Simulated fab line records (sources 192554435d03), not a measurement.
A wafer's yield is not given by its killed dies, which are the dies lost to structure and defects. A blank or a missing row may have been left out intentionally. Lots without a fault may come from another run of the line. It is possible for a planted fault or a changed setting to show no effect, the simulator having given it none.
Problem report in the 8D (eight disciplines) form, filled by code / flow n5Finfet / the parts of the form that need people (team, actions taken, sign-off) are left out

1. PROBLEM STATEMENT
Mean of runLengthS at N5_BEOL_M1_TRENCH_ETCH_37: 50.0 s across 3 wafers in 2 lots; on wafers with no fault it is 52.3 s (standard deviation 0.43). That is -5.3 standard deviations from the usual mean.
The step: etches SiOC in C4F6/O2, target depth 55.207 nm, time 29 s.
First seen on wafer L244.1, day 10 08:26, on rieDiel-02. Wafers with a number at this step in the record: 14, from 6 lots. The rule behind "out" and "out of limits": a value lying over 4 standard deviations away from the usual mean. The other wafers with a number count as sound.

2. WHAT IT IS, WHAT IT ISN'T
question=which readings at this step | is=runLengthS | is not=drypumpMotorCurrentA, rfVppV, throttleValvePct
question=which lots | is=L244, L245 | is not=L234, L239, L250, L252
question=which wafers of those lots | is=L244.1, L244.4, L245.4 | is not=L245.6
question=read on which tools | is=rieDiel-02 | is not=rieDiel-01, rieDiel-03
question=when | is=from day 10 08:26 | is not=up to then (6 sound wafers); but 5 sound wafers of L245, L250, L252 came after

3. THE SUSPECTS, EACH WITH WHAT RULES IT OUT
Counting: a tool at a process step up to the reading stays a suspect if it ran every lot that is out. Sound lots after the first of them don't rule it out here, since some wafers of a struck lot are sound.
- rieDiel-02 at N5_BEOL_M1_ETCH_77 (etches underlayer in N2/H2, target depth 6.5 nm, time 5.2 s): kept. Ran every lot that is out, first one L244 (day 10 05:15); last sound lot up to then L234 (day 7 06:04).
- aldSin-01 at N5_BEOL_M1_ALD_98 (deposits SiO2, target thk 2.5 nm, pulse time 1 s, co reactant pulse time 1 s): kept. Ran every lot that is out, first one L244 (day 10 05:27); last sound lot up to then L234 (day 7 06:10).
- rieDiel-02 at N5_BEOL_M1_ETCH_70 (etches SOC in N2/H2, target depth 80 nm, overetch 16 nm, time 120 s): kept. Ran every lot that is out, first one L244 (day 10 08:14); last sound lot up to then L239 (day 8 17:38).
- rieDiel-02 at N5_BEOL_M1_STRIP_36 (strips in N2/H2): kept. Ran every lot that is out, first one L244 (day 10 08:23); last sound lot up to then L239 (day 8 17:47).
- rieDiel-02 at N5_BEOL_M1_TRENCH_ETCH_37 (etches SiOC in C4F6/O2, target depth 55.207 nm, time 29 s): kept. Ran every lot that is out, first one L244 (day 10 08:26); last sound lot up to then L239 (day 8 17:50). Its own runLengthS readings are out on those wafers.
- Within rieDiel-02 at N5_BEOL_M1_ETCH_77: the wafers that are out ran in chambers 0, 1; their sound lot-mates ran in chamber 3.
Left after counting: rieDiel-02 at N5_BEOL_M1_ETCH_77, aldSin-01 at N5_BEOL_M1_ALD_98, rieDiel-02 at N5_BEOL_M1_ETCH_70, rieDiel-02 at N5_BEOL_M1_STRIP_36, rieDiel-02 at N5_BEOL_M1_TRENCH_ETCH_37.

4. THE CAUSE (what the simulator had put in)
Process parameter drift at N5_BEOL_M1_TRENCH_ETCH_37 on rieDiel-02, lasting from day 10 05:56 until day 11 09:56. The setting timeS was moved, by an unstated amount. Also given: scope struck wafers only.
Counting leaves 5 suspects; this tool is one of them.

5. SEQUENCE OF EFFECTS, ordered by route
One row per reading whose mean, taken over the struck wafers that have a number, lies over 3 standard deviations from the usual. Readings are gone through only where the record gives a usual standard deviation; hours: the median, over the lots, of the time from a lot's start at the first step in this table giving one to that lot's start at this step; sigmas: the change measured in usual standard deviations.
hours=0; step=N5_BEOL_M1_TRENCH_ETCH_37; reading=runLengthS; usual=52.3 s; on struck wafers=50.0; change=-2.3; sigmas=-5.3
The process steps in it:
- N5_BEOL_M1_TRENCH_ETCH_37: etches SiOC in C4F6/O2, target depth 55.207 nm, time 29 s.
At these later measuring or inspecting steps, every struck wafer for which the step has a row has a number for every such reading, and none has moved that far: N5_BEOL_M4_RC_MEAS_101.

6. HOW IT WOULD HAVE BEEN CAUGHT EARLIER
The fault began at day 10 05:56; the first out-of-limits reading in this record came at day 10 08:26, 2 hours later.
